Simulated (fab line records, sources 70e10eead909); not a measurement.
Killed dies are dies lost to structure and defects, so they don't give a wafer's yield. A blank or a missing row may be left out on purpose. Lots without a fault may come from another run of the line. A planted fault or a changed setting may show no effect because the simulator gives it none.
fab line records | flow nand_harc
record lots=13 wafers=39 last_day=34
route steps=1302 shown A_CHANNEL_FILL_D1@508 A_DECK1_JOINT@530
lots that met no fault: from a run of the same line without faults
start_h: hours from the record's first day to the start of the lot's first wafer shown | wait_h: hours since the lot's step before | " the same as in the row above | L1.1+2: a row that stands for several wafers | - no value, or no start given | * or withheld: withheld | < > ~ a bound
route shown NAME@n: a module of which the file shows steps, and the number in the route of the first | usual: mean/standard deviation of fault-free wafers | same: alike in all rows | chamber/n: place in a boat | sites: the reading at each site | _std_site: their standard deviation | _edge_site: outer sites' mean less inner sites' | radius_mm: how far each site lies from the wafer's centre | mask NAME#n: copy n | behind: the tool/chamber that last shaped the wafer | hold: why the lot was held/for how many hours/how that ended | device: the transistor (n, p or np) that didn't switch | end of line: the same wafers' tests at the end of the route | a step without rows: its recipe alone | killed: dies lost to structure and defects at the first sort, not the wafer's yield | map: a wafer's dies, x killed, . not, _ none there
set.NAME: the setting as run; set.NAME@STEP: as run at that earlier step | model.NAME: the simulator's own value behind a step, which no gauge read
steps of the route over a sample of lots; a table a step, a row a wafer
services: from which hour (start_h, from the record's first day; less than 0 if before it) a tool's chamber was out of use, for how many hours, and why
## steps
# step NHARC_A_CHANNEL_FILL_D1_ETCHBACK_08
# recipe target_depth_a=2200 time_s=110 c4f8_flow_sccm=20 ar_flow_sccm=withheld rf_w=600 bias_w=300 chemistry=C4F8
# usual oes_product_au=0.95/0.036 rf_vpp_V=440.0/2.2
# columns lot.wafer tool chamber start_h wait_h oes_product_au rf_hours_counter_h rf_vpp_V
L891.2 rie_diel-07 0 - - 0.93 4 440.6
L891.1 " 2 " " 0.95 6 441.9
L891.5 " 3 " " 0.93 - 438.2
L893.3 rie_diel-11 3 - - 0.92 8 440.4
L893.4 " 2 " " 0.92 6 438.9
L893.6 " 0 " " 0.92 - 439.6
L895.4 rie_diel-11 3 - - 1.01 0 441.7
L895.5 " 2 " " 1.01 - 440.4
L895.6 " 3 " " 1.01 - 441.7
L896.1 rie_diel-07 1 - - 0.92 11 437.5
L896.4 " 0 " " 0.99 7 441.2
L896.5 " 1 " " 0.92 - 436.4
L898.2 rie_diel-10 3 - - 1.00 2 443.6
L898.3 " 0 " " 0.98 2 436.6
L898.6 " 0 " " 0.98 - 437.0
L901.4 rie_diel-11 0 - - 0.93 3 439.1
L901.2 " 1 " " 0.91 3 440.1
L901.3 " 2 " " 0.92 3 439.7
L907.1 rie_diel-07 3 - - 0.92 6 437.9
L907.2 " 0 " " 0.94 6 441.2
L907.5 " 1 " " 0.91 - 437.2
L908.4 rie_diel-10 0 - - 0.92 7 439.0
L908.2 " 2 " " 0.93 8 441.7
L908.5 " 3 " " 0.93 - 442.6
L909.3 rie_diel-10 0 - - 0.93 8 438.6
L909.2 " 1 " " 0.93 10 438.3
L909.1 " 3 " " 0.93 9 442.9
L911.4 rie_diel-10 1 - - 0.99 0 437.7
L911.3 " 0 " " 0.99 0 438.2
L911.5 " 2 " " 1.01 - 441.3
L912.2 rie_diel-11 1 - - 1.01 0 440.5
L912.4 " 3 " " 0.98 0 444.1
L912.6 " 0 " " 0.99 - 440.7
L913.4 rie_diel-07 2 - - 0.93 8 440.5
L913.2 " 3 " " 0.91 10 437.9
L913.6 " 1 " " 0.91 - 437.0
L914.4 rie_diel-11 3 - - 0.99 0 441.3
L914.6 " 3 " " 0.98 - 441.7
L914.5 " 0 " " 0.98 - 438.3
# step NHARC_A_CHANNEL_FILL_D1_CMP_10
# recipe target_thk_nm=150
# usual motor_current_A=10.9/0.92 time_to_endpoint_s=14.2/2.2
# columns lot.wafer tool chamber start_h wait_h motor_current_A time_to_endpoint_s
L891.2 cmp-03 0 234.79 0.4 9.9 15.5
L891.1 " 1 " " 12.5 16.4
L891.5 " 0 " " 10.0 14.8
L893.4 cmp-01 3 255.35 0.4 11.6 12.7
L893.3 " 1 " " 13.1 13.8
L893.6 " 3 " " 12.3 12.1
L895.4 cmp-03 0 280.46 0.4 9.8 14.5
L895.6 " 1 " " 11.7 12.4
L895.5 " 2 " " 10.7 11.6
L896.4 cmp-03 1 285.65 0.4 11.5 13.0
L896.1 " 3 " " 10.2 13.6
L896.5 " 1 " " 11.7 15.4
L898.2 cmp-03 3 312.71 0.4 10.6 11.8
L898.3 " 0 " " 9.7 15.0
L898.6 " 0 " " 9.8 15.2
L901.4 cmp-04 1 347.88 0.4 12.1 13.9
L901.3 " 2 " " 10.4 14.8
L901.2 " 3 " " 12.3 14.5
L907.1 cmp-04 0 400.31 0.4 9.6 16.8
L907.2 " 1 " " 11.5 17.6
L907.5 " 0 " " 9.2 15.7
L908.4 cmp-04 1 413.28 0.4 11.9 12.6
L908.2 " 2 " " 10.1 13.6
L908.5 " 1 " " 10.6 12.2
L909.3 cmp-03 0 420.64 0.4 9.6 10.8
L909.1 " 1 " " 11.4 13.7
L909.2 " 3 " " 10.9 11.3
L911.4 cmp-03 3 436.21 0.4 11.0 11.7
L911.3 " 0 " " 9.9 15.6
L911.5 " 1 " " 11.5 15.5
L912.2 cmp-01 0 451.66 0.4 10.6 10.8
L912.4 " 1 " " 13.0 15.1
L912.6 " 3 " " 12.3 11.4
L913.4 cmp-01 1 460.52 0.4 12.7 11.9
L913.2 " 0 " " 10.9 11.5
L913.6 " 1 " " 12.7 12.8
L914.4 cmp-04 2 460.55 0.4 10.4 13.4
L914.6 " 1 " " 11.0 13.1
L914.5 " 2 " " 10.1 13.5
# step NHARC_A_DECK1_JOINT_ETCHBACK_00
# recipe target_depth_a=300 time_s=17.4 hbr_flow_sccm=150 rf_w=350 icp_w=350 bias_w=60 chemistry=HBr
# usual drypump_motor_current_A=5.8/0.53 hbr_flow_sccm=150.0/0.44 oes_product_au=0.997/0.0083 throttle_valve_pct=23.265/0.0088
# columns lot.wafer tool chamber start_h wait_h drypump_motor_current_A hbr_flow_sccm oes_product_au rf_hours_counter_h throttle_valve_pct
L891.1 rie_si-02 2 248.10 0.1 5.2 149.8 0.988 1.0 23.276
L891.2 " 1 " " 5.6 149.8 0.989 1.0 23.269
L891.5 " 3 " " 6.6 150.6 0.982 - 23.268
L893.3 rie_si-01 1 266.52 0.1 6.1 150.6 1.004 0.3 23.288
L893.4 " 2 " " 5.5 150.4 0.991 0.4 23.268
L893.6 " 3 " " 6.5 150.1 0.998 - 23.260
L895.4 rie_si-02 0 291.59 0.1 5.5 149.9 1.006 0.0 23.266
L895.6 " 1 " " 5.6 149.9 1.003 - 23.262
L895.5 " 2 " " 5.3 149.3 0.983 - 23.260
L896.1 rie_si-01 2 296.80 0.1 5.6 150.7 0.997 0.6 23.265
L896.4 " 0 " " 6.2 150.5 0.985 0.6 23.258
L896.5 " 1 " " 6.1 149.8 1.001 - 23.284
L898.2 rie_si-05 1 323.72 0.1 5.6 149.8 0.994 0.1 23.279
L898.3 " 2 " " 4.9 150.7 0.992 0.1 23.275
L898.6 " 1 " " 5.6 149.7 1.004 - 23.261
L901.4 rie_si-02 1 359.02 0.1 5.6 150.8 1.012 0.4 23.269
L901.2 " 3 " " 6.6 149.8 1.008 0.5 23.257
L901.3 " 0 " " 5.5 150.3 1.018 0.4 23.266
L907.2 rie_si-05 2 413.86 0.1 4.9 150.1 0.995 0.7 23.255
L907.1 " 1 " " 5.6 149.6 1.001 0.7 23.260
L907.5 " 2 " " 4.9 149.9 0.997 - 23.254
L908.4 rie_si-01 2 424.39 0.1 5.5 149.8 0.994 0.3 23.261
L908.2 " 0 " " 6.2 149.9 1.139 0.3 23.260
L908.5 " 3 " " 6.5 150.0 0.996 - 23.269
L909.3 rie_si-01 1 435.87 0.1 6.1 150.3 0.997 0.3 23.275
L909.2 " 2 " " 5.6 150.7 1.006 0.4 23.283
L909.1 " 0 " " 6.2 149.5 1.154 0.3 23.258
L911.3 rie_si-05 3 447.21 0.1 6.5 150.3 0.991 0.9 23.272
L911.4 " 0 " " 5.9 150.3 0.984 0.8 23.281
L911.5 " 2 " " 4.9 148.8 1.001 - 23.265
L912.4 rie_si-05 0 462.77 0.1 5.9 150.0 0.996 0.9 23.277
L912.2 " 2 " " 4.9 149.9 0.989 1.0 23.272
L912.6 " 0 " " 5.9 150.0 0.984 - 23.251
L913.2 rie_si-05 0 471.64 0.1 5.9 150.2 0.985 0.9 23.267
L913.4 " 2 " " 4.8 150.0 1.003 1.0 23.266
L913.6 " 1 " " 5.6 149.7 1.000 - 23.262
L914.4 rie_si-02 1 471.68 0.1 5.6 149.3 0.977 0.0 23.280
L914.5 " 2 " " 5.2 150.6 1.002 - 23.274
L914.6 " 3 " " 6.6 150.6 0.975 - 23.258
# step NHARC_A_DECK1_JOINT_THK_MEAS_17
# recipe thk_meas_gauge=ellipsometry
# usual thk_nm=45.1/1.2
# columns lot.wafer tool chamber start_h wait_h thk_nm
L891.1 film_metro-01 - 270.33 0.2 44.6
L891.2 " - " " 45.4
L891.5 " - " " 45.6
L893.3 film_metro-01 - 290.23 0.3 45.1
L893.4 " - " " 45.8
L893.6 " - " " 44.5
L895.4 film_metro-02 - 318.58 0.1 44.2
L895.5 " - " " 45.8
L895.6 " - " " 44.3
L896.1 film_metro-01 - 323.52 0.2 44.7
L896.4 " - " " 43.8
L896.5 " - " " 45.5
L898.2 film_metro-02 - 345.95 0.2 48.5
L898.3 " - " " 44.4
L898.6 " - " " 45.6
L901.2 film_metro-01 - 383.09 0.2 44.6
L901.3 " - " " 45.5
L901.4 " - " " 46.6
L907.1 film_metro-01 - 435.34 0.2 44.8
L907.2 " - " " 46.3
L907.5 " - " " 46.2
L908.2 film_metro-01 - 448.89 0.2 44.5
L908.4 " - " " 45.6
L908.5 " - " " 43.7
L909.1 film_metro-01 - 460.00 0.2 45.0
L909.2 " - " " 43.2
L909.3 " - " " 45.3
L911.3 film_metro-02 - 474.70 0.3 45.7
L911.4 " - " " 46.2
L911.5 " - " " 47.4
L912.2 film_metro-02 - 489.55 0.2 43.9
L912.4 " - " " 44.5
L912.6 " - " " 44.5
L914.4 film_metro-02 - 500.42 0.1 45.6
L914.5 " - " " 44.6
L914.6 " - " " 46.2
L913.2 film_metro-02 - 500.42 0.2 44.8
L913.4 " - " " 46.1
L913.6 " - " " 44.8
## services
# columns tool chamber start_h hours kind
rie_si-01 0 211.86 10.1 repair
cmp-04 - 212.37 4.0 pm
rie_si-01 3 223.82 7.9 repair
rie_diel-10 - 242.50 9.0 pm
cmp-03 - 245.30 0.8 repair
cmp-03 - 255.50 2.6 repair
rie_diel-11 - 255.60 9.0 pm
cmp-03 - 260.01 4.0 pm
rie_si-02 - 277.00 9.0 pm
rie_si-05 - 305.00 9.0 pm
rie_diel-07 - 306.18 9.0 pm
cmp-03 - 320.51 2.7 repair
rie_si-05 - 329.15 0.3 repair
cmp-03 - 331.62 0.4 repair
rie_si-05 1 335.64 1.3 repair
rie_si-05 - 340.95 0.4 repair
cmp-03 - 358.01 4.0 pm
rie_diel-11 2 388.89 8.8 repair
rie_diel-11 3 397.31 6.1 repair
rie_diel-11 2 407.62 15.8 repair
cmp-03 - 412.64 2.3 repair
rie_diel-11 - 432.73 9.0 pm
rie_si-05 2 455.14 5.1 repair
cmp-03 - 456.01 4.0 pm
## key
first_sign step=NHARC_A_DECK1_JOINT_ETCHBACK_00 reading=oes_product_au direction=up sigmas=18 usual=0.997 struck=1.146
effect none on later readings
met_at NHARC_A_DECK1_JOINT_ETCHBACK_00
struck_lots L908,L909
struck_wafers L908.2,L909.1
tester_left_out L908,L909
not_acting_at NHARC_A_CHANNEL_FILL_D1_ETCHBACK_08,NHARC_A_CHANNEL_FILL_D1_CMP_10,NHARC_A_DECK1_JOINT_THK_MEAS_17
onset_between 296.80 424.39
fault kind=process_parameter_drift tool=rie_si-01 chamber=0 onset_h=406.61 steps=NHARC_A_DECK1_JOINT_ETCHBACK_00 channel=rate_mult offset=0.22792 shape=step end_h=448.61
# tester_left_out: of these lots the tester's yield and bins aren't shown, on N5 and GAA mostly nor the transistor test; their killed dies are dies lost to structure and defects alone, not to doping, threshold or leakage, so they don't give the yield
